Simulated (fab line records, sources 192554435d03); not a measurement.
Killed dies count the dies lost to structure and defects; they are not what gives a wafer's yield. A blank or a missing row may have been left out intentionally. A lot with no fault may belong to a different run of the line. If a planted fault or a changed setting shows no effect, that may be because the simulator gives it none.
fab line records	flow n5_finfet
record: lots: 7	wafers: 39
route steps=1938 shown MOL_CONTACT_COAG@613 BEOL_M7@1263 BEOL_M8@1398 BEOL_M15@1773
start_h: start of the lot's first displayed wafer, in hours after the record's first day	wait_h: hours since the lot's step before	" unchanged from the row above	L1.1+2: one row covering several wafers at once	- value missing, or start not given	* or withheld: withheld	< > ~ a bound
route shown NAME@n: names a module that has steps shown in the file, with the first one's number in the route	usual: mean and standard deviation over wafers with no fault	same: alike in all rows	chamber/n: place in a boat	sites: per-site readings	_std_site: standard deviation of those values	_edge_site: inner sites' mean taken away from outer sites' mean	radius_mm: for every site, how far away it sits from the centre of the wafer	mask NAME#n: copy n	behind: the most recent tool/chamber to have shaped the wafer	hold: cause of the lot's hold/its duration in hours/its outcome	device: whichever transistor did not switch (one of n, p or np)	end of line: the same wafers' tests at the end of the route	for a step that has no rows: nothing shown but its recipe	killed: dies lost to structure and defects at the first sort, not the wafer's yield	map: a wafer's dies, marking killed ones x, the rest . and places with no die _
set.NAME: the setting that was run; set.NAME@STEP: the one run at that earlier step	model.NAME: the simulator's own value behind a step, which no gauge read
lots with deliberately changed settings; one table per step, one row per wafer
== steps ==
step: N5_MOL_CONTACT_COAG_ETCHBACK_136
recipe: chemistry: CHF3	target: SiO2	target_depth_a: 250	time_s: 16.7	ion_energy_ev: 200	pressure_mtorr: 30	source_w: 610	bias_w: 170	Ar_flow_sccm: 200	CHF3_flow_sccm: 50
lot.wafer	tool	chamber	start_h	wait_h	set.target_depth_a	model.SOC_of_MOL_CONTACT_COAG_COAT_62.thk_nm
L075.1+2+3	rie_diel-02	2,0,3	109.98	0.0	250	57.2
L075.4+5+6	"	1,2,1	"	"	250	57.4
L079.1+5+6	rie_diel-04	1,3,2	132.18	0.0	250	57.2
L079.2	"	3	"	"	209.4	57.8
L079.3+4	"	0,2	"	"	209.4	57.6
L080.1+3	rie_diel-04	1,3	140.72	0.0	396.6	56
L080.2+5+6	"	0,0,3	"	"	250	57.6
L080.4	"	1	"	"	396.6	55.8
L085.1+2+4	rie_diel-02	1,2,0	165.56	0.0	250	57
L089.1+3	rie_diel-02	0,2	193.70	0.0	194.6	57.8
L089.2	"	3	"	"	250	57.6
L089.4+6	"	1,2	"	"	250	57.4
L089.5	"	3	"	"	194.6	58
L090.1	rie_diel-03	3	198.95	0.0	250	57.4
L090.2+3+4+6	"	1,0,2,0	"	"	250	57
L090.5	"	1	"	"	250	57.2
L097.1	rie_diel-02	3	240.26	0.0	250	56.8
L097.2	"	0	"	"	163.7	58.4
L097.3+5	"	1,3	"	"	250	57.2
L097.4	"	2	"	"	163.7	58.2
L097.6	"	0	"	"	163.7	58
step: N5_MOL_CONTACT_COAG_STRIP_120
recipe: chemistry: CHF3	resist: SiARC	rf_frequency_hz: 6e+07
step: N5_MOL_CONTACT_COAG_VIA_ETCH_117
recipe: chemistry: C4F6/O2	target_depth_a: 400	overetch_a: 80	mask_material: SOC	target: SiO2	bias_w: 455	pressure_mtorr: 10	time_s: 26	source_w: 325	Ar_flow_sccm: 300	C4F6_flow_sccm: 10	O2_flow_sccm: 10	ion_energy_ev: 575.3	ends: end_point
lot.wafer	tool	chamber	start_h	wait_h	set.target_depth_a@MOL_CONTACT_COAG_ETCHBACK_136	model.etch.depth_nm	model.MOL_CONTACT_COAG.feature_depth_nm	model.SOC_of_MOL_CONTACT_COAG_COAT_62.thk_nm
L075.1	rie_diel-02	2	110.01	0.0	250	39.48	39.4	51.4
L075.2	"	0	"	"	250	40	40	51.4
L075.3	"	3	"	"	250	38.99	39	51.2
L075.4	"	1	"	"	250	40.55	40.6	51.8
L075.5	"	2	"	"	250	39.57	39.6	51.4
L075.6	"	1	"	"	250	40.74	40.8	51.8
L079.1	rie_diel-04	1	132.21	0.0	250	39.78	39.8	51.4
L079.2	"	3	"	"	209.4	44.62	44.6	52
L079.3	"	0	"	"	209.4	44.23	44.2	52
L079.4	"	2	"	"	209.4	43.92	44	51.8
L079.5	"	3	"	"	250	40.41	40.4	51.4
L079.6	"	2	"	"	250	40.03	40	51.2
L080.1	rie_diel-04	1	140.76	0.0	396.6	25.69	25.6	50.2
L080.2	"	0	"	"	250	40.33	40.4	52
L080.3	"	3	"	"	396.6	26.24	26.2	50.2
L080.4	"	1	"	"	396.6	25.23	25.2	50
L080.5	"	0	"	"	250	40.42	40.4	52
L080.6	"	3	"	"	250	40.58	40.6	51.8
L085.1	rie_diel-02	1	165.59	0.0	250	40.81	40.8	51.4
L085.2	"	2	"	"	250	39.96	40	51.4
L085.4	"	0	"	"	250	40.3	40.4	51.4
L089.1	rie_diel-02	0	193.74	0.0	194.6	45.71	45.8	52.2
L089.2	"	3	"	"	250	39.28	39.2	51.8
L089.3	"	2	"	"	194.6	45.45	45.4	52
L089.4	"	1	"	"	250	39.64	39.6	51.4
L089.5	"	3	"	"	194.6	45.22	45.2	52.2
L089.6	"	2	"	"	250	39.95	40	51.6
L090.1	rie_diel-03	3	198.98	0.0	250	40.58	40.6	51.8
L090.2	"	1	"	"	250	40.38	40.4	51.2
L090.3	"	0	"	"	250	39.57	39.6	51.2
L090.4	"	2	"	"	250	40.07	40	51.4
L090.5	"	1	"	"	250	40.42	40.4	51.2
L090.6	"	0	"	"	250	39.43	39.4	51
L097.1	rie_diel-02	3	240.29	0.0	250	39.19	39.2	50.8
L097.2	"	0	"	"	163.7	46.7	46.6	52.8
L097.3	"	1	"	"	250	39.86	39.8	51.4
L097.4	"	2	"	"	163.7	47.83	47.8	52.4
L097.5	"	3	"	"	250	39.37	39.4	51.4
L097.6	"	0	"	"	163.7	47.21	47.2	52.4
step: N5_MOL_CONTACT_COAG_ETCH_124
recipe: chemistry: CH3F/O2	target: SiNx	target_depth_a: 65	mask_material: SOC	stop_on: SiOC	over_etch_frac: 0.3	ion_energy_ev: 120	pressure_mtorr: 30	source_w: 395	bias_w: 73	Ar_flow_sccm: 150	CH3F_flow_sccm: 30	O2_flow_sccm: 20	ends: end_point
lot.wafer	tool	chamber	start_h	wait_h	set.target_depth_a@MOL_CONTACT_COAG_ETCHBACK_136	model.SOC_of_MOL_CONTACT_COAG_COAT_62.thk_nm
L075.1+3	rie_diel-02	2,3	110.04	0.0	250	48.2
L075.2+5	"	0,2	"	"	250	48.4
L075.4+6	"	1	"	"	250	48.8
L079.1+5	rie_diel-04	1,3	132.24	0.0	250	48.4
L079.2+3	"	3,0	"	"	209.4	49
L079.4	"	2	"	"	209.4	48.6
L079.6	"	2	"	"	250	48.2
L080.1+4	rie_diel-04	1	140.78	0.0	396.6	47
L080.2+6	"	0,3	"	"	250	48.8
L080.3	"	3	"	"	396.6	47.2
L080.5	"	0	"	"	250	49
L085.1	rie_diel-02	1	165.62	0.0	250	48.6
L085.2	"	2	"	"	250	48.2
L085.4	"	0	"	"	250	48.4
L089.1	rie_diel-02	0	193.77	0.0	194.6	49.2
L089.2	"	3	"	"	250	48.6
L089.3+5	"	2,3	"	"	194.6	49
L089.4	"	1	"	"	250	48.2
L089.6	"	2	"	"	250	48.4
L090.1	rie_diel-03	3	199.01	0.0	250	48.8
L090.2+4+5	"	1,2,1	"	"	250	48.2
L090.3+6	"	0	"	"	250	48
L097.1	rie_diel-02	3	240.32	0.0	250	47.8
L097.2	"	0	"	"	163.7	49.8
L097.3+5	"	1,3	"	"	250	48.2
L097.4	"	2	"	"	163.7	49.2
L097.6	"	0	"	"	163.7	49.4
step: N5_MOL_CONTACT_COAG_ETCH_48
recipe: chemistry: C4F6/O2	target_depth_a: 150	overetch_a: 45	mask_material: SOC	target: SiOC	bias_w: 465	pressure_mtorr: 10	time_s: 17	source_w: 335	Ar_flow_sccm: 300	C4F6_flow_sccm: 10	O2_flow_sccm: 10	ion_energy_ev: 576
lot.wafer	tool	chamber	start_h	wait_h	set.target_depth_a@MOL_CONTACT_COAG_ETCHBACK_136	model.SOC_of_MOL_CONTACT_COAG_COAT_62.thk_nm
L075.1+5	rie_diel-02	2	110.08	0.0	250	45.6
L075.2	"	0	"	"	250	45.8
L075.3	"	3	"	"	250	45.4
L075.4+6	"	1	"	"	250	46.2
L079.1	rie_diel-04	1	132.28	0.0	250	45.6
L079.2	"	3	"	"	209.4	46.2
L079.3	"	0	"	"	209.4	46.4
L079.4	"	2	"	"	209.4	45.8
L079.5	"	3	"	"	250	45.8
L079.6	"	2	"	"	250	45.4
L080.1+4	rie_diel-04	1	140.82	0.0	396.6	44.4
L080.2	"	0	"	"	250	46.4
L080.3	"	3	"	"	396.6	44.6
L080.5	"	0	"	"	250	46.6
L080.6	"	3	"	"	250	46.2
L085.1	rie_diel-02	1	165.66	0.0	250	46
L085.2	"	2	"	"	250	45.6
L085.4	"	0	"	"	250	45.8
L089.1	rie_diel-02	0	193.81	0.0	194.6	46.6
L089.2+6	"	3,2	"	"	250	45.8
L089.3+5	"	2,3	"	"	194.6	46.2
L089.4	"	1	"	"	250	45.6
L090.1	rie_diel-03	3	199.05	0.0	250	46.2
L090.2+5	"	1	"	"	250	45.4
L090.3+6	"	0	"	"	250	45.2
L090.4	"	2	"	"	250	45.6
L097.1	rie_diel-02	3	240.36	0.0	250	45
L097.2	"	0	"	"	163.7	47.2
L097.3+5	"	1,3	"	"	250	45.6
L097.4	"	2	"	"	163.7	46.6
L097.6	"	0	"	"	163.7	46.8
step: N5_BEOL_M7_ILD_DEP_00
recipe: material: SiCOH_lowk	target_thk_a: 1797.5	temp_c: 300	precursor: DEMS/porogen	pressure_torr: 5	rf_w: 500	time_s: 33.4
lot.wafer	tool	chamber	start_h	wait_h	set.time_s	model.SiCOH_lowk_of_BEOL_M7_ILD_DEP_00.thk_nm
L075.1	pecvd-04	0	192.56	0.0	51.38	272.2
L075.2	"	1	"	"	33.4	177.6
L075.3	"	2	"	"	33.4	174.6
L075.4	"	2	"	"	33.4	177.4
L075.5	"	1	"	"	51.38	276.8
L075.6	"	0	"	"	51.38	276.4
L079.1+6	pecvd-04	0,2	223.28	0.0	33.4	178.8
L079.2	"	2	"	"	33.4	175.8
L079.3	"	1	"	"	33.4	177.8
L079.4+5	"	0,1	"	"	33.4	181.8
L080.1	pecvd-02	2	244.13	0.0	49.43	263.4
L080.2	"	1	"	"	49.43	264.4
L080.3	"	0	"	"	33.4	178.2
L080.4	"	2	"	"	33.4	179.4
L080.5	"	1	"	"	33.4	183.8
L080.6	"	0	"	"	49.43	266.8
L085.1	pecvd-02	1	263.69	0.0	33.4	181.6
L085.2	"	2	"	"	33.4	179.4
L085.4	"	0	"	"	33.4	184.2
L089.1	pecvd-04	0	282.87	0.0	19.44	107.8
L089.2	"	2	"	"	33.4	178
L089.3	"	1	"	"	33.4	177.6
L089.4	"	0	"	"	19.44	108.4
L089.5	"	2	"	"	19.44	105.8
L089.6	"	1	"	"	33.4	180.8
L090.1+3	pecvd-03	0,2	286.49	0.0	33.4	180.6
L090.2	"	1	"	"	50.97	270.6
L090.4	"	0	"	"	33.4	182.4
L090.5	"	2	"	"	50.97	274
L090.6	"	1	"	"	50.97	276.2
L097.1	pecvd-02	1	343.39	0.0	33.4	181
L097.2	"	2	"	"	33.4	179
L097.3	"	0	"	"	33.4	179.4
L097.4	"	2	"	"	33.4	182.6
L097.5+6	"	1,0	"	"	33.4	182.2
step: N5_BEOL_M7_CURE_74
recipe: temp_c: 385	time_s: 240	ambient: He/Ar	material: SiCOH_lowk
lot.wafer	tool	chamber	start_h	wait_h	set.time_s@BEOL_M7_ILD_DEP_00	model.SiCOH_lowk_of_BEOL_M7_ILD_DEP_00.thk_nm
L075.1	uv_cure-02	2	192.63	0.0	51.38	236
L075.2	"	2	"	"	33.4	153.2
L075.3	"	2	"	"	33.4	150.6
L075.4	"	2	"	"	33.4	153
L075.5	"	2	"	"	51.38	240
L075.6	"	2	"	"	51.38	239.6
L079.1+6	uv_cure-01	0	223.34	0.0	33.4	154.2
L079.2	"	0	"	"	33.4	151.6
L079.3	"	0	"	"	33.4	153.4
L079.4+5	"	0	"	"	33.4	156.8
L080.1	uv_cure-01	1	244.19	0.0	49.43	228.2
L080.2	"	1	"	"	49.43	229
L080.3	"	1	"	"	33.4	153.6
L080.4	"	1	"	"	33.4	154.8
L080.5	"	1	"	"	33.4	158.6
L080.6	"	1	"	"	49.43	231.2
L085.1	uv_cure-01	0	263.76	0.0	33.4	156.6
L085.2	"	0	"	"	33.4	154.6
L085.4	"	0	"	"	33.4	158.8
L089.1	uv_cure-03	0	282.93	0.0	19.44	92.6
L089.2	"	0	"	"	33.4	153.4
L089.3	"	0	"	"	33.4	153.2
L089.4	"	0	"	"	19.44	93
L089.5	"	0	"	"	19.44	90.8
L089.6	"	0	"	"	33.4	156
L090.1	uv_cure-01	2	286.88	0.4	33.4	155.8
L090.2	"	2	"	"	50.97	234.6
L090.3	"	2	"	"	33.4	155.6
L090.4	"	2	"	"	33.4	157.2
L090.5	"	2	"	"	50.97	237.6
L090.6	"	2	"	"	50.97	239.4
L097.1	uv_cure-03	2	343.45	0.0	33.4	156
L097.2	"	2	"	"	33.4	154.4
L097.3	"	2	"	"	33.4	154.8
L097.4	"	2	"	"	33.4	157.4
L097.5	"	2	"	"	33.4	157.2
L097.6	"	2	"	"	33.4	157
step: N5_BEOL_M7_THK_MEAS_01
recipe: reads: SiCOH_lowk_of_BEOL_M7_ILD_DEP_00
usual: M7_ILD_THK: 155.4/1.9
lot.wafer	tool	chamber	start_h	wait_h	set.time_s@BEOL_M7_ILD_DEP_00	M7_ILD_THK[nm]
L075.1	film_metro-02	-	193.14	0.4	51.38	236.0
L075.2	"	-	"	"	33.4	153.0
L075.3	"	-	"	"	33.4	150.6
L075.4	"	-	"	"	33.4	152.8
L075.5	"	-	"	"	51.38	240.0
L075.6	"	-	"	"	51.38	239.8
L079.1	film_metro-01	-	223.85	0.4	33.4	154.3
L079.2	"	-	"	"	33.4	151.5
L079.3	"	-	"	"	33.4	153.3
L079.4	"	-	"	"	33.4	156.8
L079.5	"	-	"	"	33.4	156.8
L079.6	"	-	"	"	33.4	154.2
L080.1	film_metro-02	-	244.70	0.4	49.43	228.2
L080.2	"	-	"	"	49.43	229.0
L080.3	"	-	"	"	33.4	153.6
L080.4	"	-	"	"	33.4	154.8
L080.5	"	-	"	"	33.4	158.5
L080.6	"	-	"	"	49.43	231.2
L085.1	film_metro-02	-	264.27	0.4	33.4	156.7
L085.2	"	-	"	"	33.4	154.7
L085.4	"	-	"	"	33.4	158.9
L089.1	film_metro-01	-	283.45	0.4	19.44	92.6
L089.2	"	-	"	"	33.4	153.4
L089.3	"	-	"	"	33.4	153.1
L089.4	"	-	"	"	19.44	93.0
L089.5	"	-	"	"	19.44	90.8
L089.6	"	-	"	"	33.4	155.9
L090.1	film_metro-02	-	287.40	0.4	33.4	155.8
L090.2	"	-	"	"	50.97	234.7
L090.3	"	-	"	"	33.4	155.8
L090.4	"	-	"	"	33.4	157.4
L090.5	"	-	"	"	50.97	237.5
L090.6	"	-	"	"	50.97	239.4
L097.1	film_metro-02	-	343.96	0.4	33.4	156.1
L097.2	"	-	"	"	33.4	154.4
L097.3	"	-	"	"	33.4	154.7
L097.4	"	-	"	"	33.4	157.5
L097.5	"	-	"	"	33.4	157.2
L097.6	"	-	"	"	33.4	157.1
step: N5_BEOL_M8_DEP_56
recipe: material: SiCN	target_thk_a: 100	temp_c: withheld	precursor: 3MS/NH3	pressure_torr: 3	rf_w: 202	time_s: 17.5
lot.wafer	tool	chamber	start_h	wait_h	set.time_s	model.SiCN_of_BEOL_M8_DEP_56.thk_nm
L075.1+2+3	pecvd-03	2,0,1	207.81	0.0	17.5	9.8
L075.4+6	"	0,2	"	"	17.5	10
L075.5	"	1	"	"	17.5	10.2
L079.1	pecvd-03	1	240.26	0.0	23.87	13.6
L079.2	"	2	"	"	17.5	10
L079.3+5	"	0	"	"	23.87	13.8
L079.4+6	"	2,1	"	"	17.5	10.2
L080.1+3+5	pecvd-03	0,1,1	264.65	0.0	17.5	10
L080.2+4	"	2	"	"	17.5	9.8
L080.6	"	0	"	"	17.5	10.2
L085.1	pecvd-03	2	281.35	0.0	17.5	10
L085.2	"	0	"	"	17.5	10.2
L085.4	"	2	"	"	17.5	10.4
L089.1	pecvd-01	2	296.89	0.0	17.5	9.8
L089.2	"	0	"	"	23.04	12.8
L089.3	"	1	"	"	23.04	13
L089.4	"	1	"	"	23.04	13.2
L089.5	"	0	"	"	17.5	10
L089.6	"	2	"	"	17.5	10.2
L090.1+3	pecvd-03	0,2	302.41	0.0	12.15	7
L090.2+4+5	"	1,0,1	"	"	17.5	10
L090.6	"	2	"	"	12.15	7.2
L097.1	pecvd-04	0	362.15	0.0	17.5	9.6
L097.2+3+4+5+6	"	2,2,0,0,2	"	"	17.5	10
step: N5_BEOL_M15_ILD_DEP_00
recipe: material: SiO2	target_thk_a: 16293	temp_c: 400	precursor: TEOS/O2	pressure_torr: 6.5	rf_w: 900	teos_flow_sccm: 161.4	gas: O2	flow_sccm: 2650	time_s: 346.1
lot.wafer	tool	chamber	start_h	wait_h	set.time_s	model.SiO2_of_BEOL_M15_ILD_DEP_00.thk_nm
L075.1	pecvd-02	0	259.41	0.0	346.1	1614
L075.2	"	1	"	"	424.3	1996
L075.3	"	2	"	"	346.1	1610
L075.4	"	0	"	"	346.1	1639
L075.5	"	2	"	"	424.3	1974
L075.6	"	1	"	"	424.3	2010
L079.1	pecvd-03	0	287.49	0.0	346.1	1595
L079.2	"	2	"	"	346.1	1598
L079.3	"	1	"	"	346.1	1596
L079.4	"	1	"	"	346.1	1644
L079.5	"	2	"	"	346.1	1624
L079.6	"	0	"	"	346.1	1616
L080.1	pecvd-04	0	309.63	0.0	401	1887
L080.2	"	2	"	"	401	1914
L080.3	"	1	"	"	401	1905
L080.4	"	0	"	"	346.1	1652
L080.5	"	2	"	"	346.1	1658
L080.6	"	1	"	"	346.1	1686
L085.1	pecvd-02	0	321.50	0.0	346.1	1594
L085.2	"	1	"	"	346.1	1577
L085.4	"	0	"	"	346.1	1621
L089.1	pecvd-02	1	342.78	0.0	487.8	2268
L089.2	"	2	"	"	487.8	2246
L089.3	"	0	"	"	487.8	2267
L089.4	"	0	"	"	346.1	1652
L089.5+6	"	1,2	"	"	346.1	1622
L090.1	pecvd-02	1	345.31	0.0	346.1	1603
L090.2	"	0	"	"	346.1	1590
L090.3	"	2	"	"	346.1	1579
L090.4	"	0	"	"	346.1	1616
L090.5	"	2	"	"	346.1	1594
L090.6	"	1	"	"	346.1	1617
L097.1	pecvd-03	2	411.33	0.0	346.1	1580
L097.2	"	1	"	"	464.1	2160
L097.3	"	0	"	"	346.1	1605
L097.4	"	2	"	"	464.1	2182
L097.5	"	0	"	"	464.1	2190
L097.6	"	1	"	"	346.1	1647
step: N5_BEOL_M15_THK_MEAS_01
recipe: reads: SiO2_of_BEOL_M15_ILD_DEP_00
usual: M15_ILD_THK: 1621/24
lot.wafer	tool	chamber	start_h	wait_h	set.time_s@BEOL_M15_ILD_DEP_00	M15_ILD_THK[nm]
L075.1	film_metro-02	-	259.66	0.1	346.1	1615
L075.2	"	-	"	"	424.3	1997
L075.3	"	-	"	"	346.1	1610
L075.4	"	-	"	"	346.1	1638
L075.5	"	-	"	"	424.3	1974
L075.6	"	-	"	"	424.3	2009
L079.1	film_metro-02	-	287.74	0.1	346.1	1596
L079.2	"	-	"	"	346.1	1598
L079.3	"	-	"	"	346.1	1595
L079.4	"	-	"	"	346.1	1645
L079.5	"	-	"	"	346.1	1625
L079.6	"	-	"	"	346.1	1617
L080.1	film_metro-01	-	309.88	0.1	401	1885
L080.2	"	-	"	"	401	1915
L080.3	"	-	"	"	401	1904
L080.4	"	-	"	"	346.1	1651
L080.5	"	-	"	"	346.1	1659
L080.6	"	-	"	"	346.1	1685
L085.1	film_metro-02	-	321.75	0.1	346.1	1595
L085.2	"	-	"	"	346.1	1577
L085.4	"	-	"	"	346.1	1621
L089.1	film_metro-01	-	343.03	0.1	487.8	2266
L089.2	"	-	"	"	487.8	2246
L089.3	"	-	"	"	487.8	2268
L089.4	"	-	"	"	346.1	1652
L089.5	"	-	"	"	346.1	1623
L089.6	"	-	"	"	346.1	1621
L090.1	film_metro-01	-	345.56	0.1	346.1	1603
L090.2	"	-	"	"	346.1	1590
L090.3	"	-	"	"	346.1	1580
L090.4	"	-	"	"	346.1	1617
L090.5	"	-	"	"	346.1	1593
L090.6	"	-	"	"	346.1	1616
L097.1	film_metro-02	-	411.58	0.1	346.1	1579
L097.2	"	-	"	"	464.1	2160
L097.3	"	-	"	"	346.1	1605
L097.4	"	-	"	"	464.1	2179
L097.5	"	-	"	"	464.1	2189
L097.6	"	-	"	"	346.1	1645
step: N5_BEOL_M15_COAT_58
recipe: resist: BARC	temp_c: 205	time_s: 60	spin_rpm: 1500	resist_thk_nm: 89
step: N5_BEOL_M15_COAT_04
recipe: spin_rpm: 1704	resist_thk_nm: 800
step: N5_BEOL_M15_DESCUM_15
recipe: chemistry: O2	time_s: 7.9	source_power_w: 50	bias_power_w: 20	pressure_mtorr: 20	rf_frequency_hz: 2.712e+07	temp_c: 40	o2_flow_sccm: 225
step: N5_BEOL_M15_ETCH_59
recipe: chemistry: N2/H2	target: BARC	target_depth_a: 890	overetch_a: 267	time_s: 67.9	ion_energy_ev: 200	pressure_mtorr: 30	source_w: 840	bias_w: 150	n2_flow_sccm: 200	h2_flow_sccm: 200
step: N5_BEOL_M15_VIA_ETCH_16
recipe: chemistry: C4F8/O2/Ar	target: SiO2	he_inner_torr: 15	he_outer_torr: 30	target_depth_a: 17922	time_s: withheld	ion_energy_ev: 800	pressure_mtorr: 20	source_w: 1905	bias_w: 2040	Ar_flow_sccm: 400	C4F8_flow_sccm: 16	O2_flow_sccm: 12	ends: cleared
lot.wafer	tool	chamber	start_h	wait_h	set.time_s@BEOL_M15_ILD_DEP_00	model.etch.depth_nm	model.coat_of_BEOL_M15_COAT_04.thk_nm
L075.1	rie_diel-01	1	260.14	0.0	*	1614	330
L075.2	"	0	"	"	*	1996	234.2
L075.3	"	3	"	"	*	1610	349.4
L075.4	"	1	"	"	*	1639	325
L075.5	"	0	"	"	*	1974	242
L075.6	"	3	"	"	*	2010	256.2
L079.1	rie_diel-01	3	288.35	0.0	*	1595	354.4
L079.2	"	2	"	"	*	1598	336.6
L079.3	"	1	"	"	*	1596	336.8
L079.4	"	0	"	"	*	1644	325.2
L079.5	"	3	"	"	*	1624	347.8
L079.6	"	0	"	"	*	1616	330.2
L080.1	rie_diel-06	1	310.36	0.0	*	1887	279
L080.2	"	3	"	"	*	1914	269.4
L080.3	"	2	"	"	*	1905	272.6
L080.4	"	0	"	"	*	1652	344.2
L080.5	"	0	"	"	*	1658	341.4
L080.6	"	3	"	"	*	1686	322.6
L085.1	rie_diel-06	3	322.22	0.0	*	1594	337.4
L085.2	"	0	"	"	*	1577	353.6
L085.4	"	2	"	"	*	1621	330.2
L089.1	rie_diel-05	0	344.05	0.0	*	2268	180.6
L089.2	"	1	"	"	*	2246	179.2
L089.3	"	3	"	"	*	2267	172.8
L089.4	"	2	"	"	*	1652	328
L089.5	"	2	"	"	*	1622	334.2
L089.6	"	1	"	"	*	1622	329.6
L090.1	rie_diel-01	1	346.94	0.0	*	1603	331.4
L090.2	"	0	"	"	*	1590	333.4
L090.3	"	2	"	"	*	1579	338
L090.4	"	2	"	"	*	1616	328.6
L090.5	"	0	"	"	*	1594	332.6
L090.6	"	1	"	"	*	1617	324.6
L097.1	rie_diel-01	0	412.34	0.0	*	1580	335.6
L097.2	"	3	"	"	*	2160	217.4
L097.3	"	2	"	"	*	1605	331.2
L097.4	"	1	"	"	*	2182	190.8
L097.5	"	3	"	"	*	2190	210.8
L097.6	"	2	"	"	*	1647	318.2
== key ==
split: step: N5_MOL_CONTACT_COAG_ETCHBACK_136	setting: target_depth_a	stated: 250	by: wafer
response: step: N5_MOL_CONTACT_COAG_ETCHBACK_136	reading: model.SOC_of_MOL_CONTACT_COAG_COAT_62.thk_nm	change: -0.0285	per: 1%	r: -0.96
response: step: N5_MOL_CONTACT_COAG_VIA_ETCH_117	reading: model.etch.depth_nm	change: -0.247	per: 1%	r: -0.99
response: step: N5_MOL_CONTACT_COAG_VIA_ETCH_117	reading: model.MOL_CONTACT_COAG.feature_depth_nm	change: -0.248	per: 1%	r: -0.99
response: step: N5_MOL_CONTACT_COAG_VIA_ETCH_117	reading: model.SOC_of_MOL_CONTACT_COAG_COAT_62.thk_nm	change: -0.0322	per: 1%	r: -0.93
response: step: N5_MOL_CONTACT_COAG_ETCH_124	reading: model.SOC_of_MOL_CONTACT_COAG_COAT_62.thk_nm	change: -0.0329	per: 1%	r: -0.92
response: step: N5_MOL_CONTACT_COAG_ETCH_48	reading: model.SOC_of_MOL_CONTACT_COAG_COAT_62.thk_nm	change: -0.0345	per: 1%	r: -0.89
split: step: N5_BEOL_M7_ILD_DEP_00	setting: time_s	stated: 33.4	by: wafer
response: step: N5_BEOL_M7_ILD_DEP_00	reading: model.SiCOH_lowk_of_BEOL_M7_ILD_DEP_00.thk_nm	change: +1.77	per: 1%	r: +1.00
response: step: N5_BEOL_M7_CURE_74	reading: model.SiCOH_lowk_of_BEOL_M7_ILD_DEP_00.thk_nm	change: +1.55	per: 1%	r: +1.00
response: step: N5_BEOL_M7_THK_MEAS_01	reading: M7_ILD_THK	change: +1.55	per: 1%	r: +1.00
split: step: N5_BEOL_M8_DEP_56	setting: time_s	stated: 17.5	by: wafer
response: step: N5_BEOL_M8_DEP_56	reading: model.SiCN_of_BEOL_M8_DEP_56.thk_nm	change: +0.0968	per: 1%	r: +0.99
split: step: N5_BEOL_M15_ILD_DEP_00	setting: time_s	stated: 346.1	by: wafer
response: step: N5_BEOL_M15_ILD_DEP_00	reading: model.SiO2_of_BEOL_M15_ILD_DEP_00.thk_nm	change: +15.9	per: 1%	r: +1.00
response: step: N5_BEOL_M15_THK_MEAS_01	reading: M15_ILD_THK	change: +15.9	per: 1%	r: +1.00
response: step: N5_BEOL_M15_VIA_ETCH_16	reading: model.etch.depth_nm	change: +15.9	per: 1%	r: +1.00
response: step: N5_BEOL_M15_VIA_ETCH_16	reading: model.coat_of_BEOL_M15_COAT_04.thk_nm	change: -3.74	per: 1%	r: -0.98
